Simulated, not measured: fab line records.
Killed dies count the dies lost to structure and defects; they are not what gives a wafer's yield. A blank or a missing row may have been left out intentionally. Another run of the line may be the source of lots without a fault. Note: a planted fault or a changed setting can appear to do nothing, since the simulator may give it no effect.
One fault seen from 2 desks	flow nand harc	each desk holds nothing but its own numbers, with what lay behind them at the end

THE TOOL OWNER'S DESK: krf scanner-01
The tool's own readings at NHARC_P_GATE_EXPOSE_43 (exposes mask P NSD, target cd 720 nm): means of the sampled wafers that have a number, for each lot that ran on this tool. A lot is out of limits, marked OUT, if its mean lies more than 4 standard deviations from the usual mean; the brackets give that distance.
Columns: A = exposure dose mJ cm2 at NHARC_P_GATE_EXPOSE_43, usual 14.812; B = stage vel mm s at NHARC_P_GATE_EXPOSE_43, usual 500.0 mm/s
lot	first seen here	A	B
L763	day 6 01:26	14.816	499.9
L767	day 7 15:09	14.830	500.4
L769	day 8 14:34	14.813	500.2
L774	day 10 10:47	14.830	500.1
L781	day 13 07:26	16.871 (+99 or more) OUT	500.0
L782	day 13 20:58	16.876 (+99 or more) OUT	500.2
Finding of this desk: L781, L782 out of limits; the first was L781 at day 13 07:26, on exposure dose mJ cm2 at NHARC_P_GATE_EXPOSE_43. L763, L767, L769, L774 stayed within limits.

FROM THE METROLOGY DESK
Lot by lot, what the gauges showed, no matter which tool ran the lot: averages of those sampled wafers that carry a number. A lot is out of limits, marked OUT, if its mean lies more than 4 standard deviations from the usual mean; the brackets give that distance.
Columns: A = cd nm at NHARC_P_GATE_CD_MEAS_46, usual 719.9 nm; B = cd nm at NHARC_P_GATE_CD_MEAS_91, usual 1999.0 nm
lot	first seen here	A	B
L763	day 6 01:35	720.5	1999.9
L765	day 6 21:01	720.2	1998.2
L767	day 7 15:19	719.6	1999.4
L766	day 7 15:28	721.0	1998.4
L768	day 8 09:01	721.1	1998.8
L769	day 8 14:43	720.5	2001.6
L771	day 9 07:31	720.2	1999.8
L774	day 10 10:57	718.2	1999.5
L780	day 13 06:58	721.1	1998.4
L781	day 13 07:35	740.4 (+11) OUT	2000.2
L782	day 13 21:07	740.6 (+12) OUT	1999.5
L784	day 14 19:26	719.6	1997.5
Finding of this desk: L781, L782 out of limits; the first was L781 at day 13 07:35, on cd nm at NHARC_P_GATE_CD_MEAS_46. L763, L765, L767, L766, L768, L769, L771, L774, L780, L784 stayed within limits.

TAKEN TOGETHER
The tool owner's desk could have raised an alarm at day 13 07:26, on L781, L782.
Metrology desk: alarm possible at day 13 07:35 on L781, L782.
The lots listed all ran NHARC_P_GATE_EXPOSE_43 on krf scanner-01.

WHAT THE SIMULATOR HAD INSERTED
Process parameters drifting: krf scanner-01 at NHARC_P_GATE_EXPOSE_43, beginning at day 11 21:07. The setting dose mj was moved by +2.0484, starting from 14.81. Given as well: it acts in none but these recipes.
Lots struck among those shown: L781, L782.
Time in hours from fault onset to the first out-of-limits reading at each desk: tool owner's desk 34, metrology desk 34.
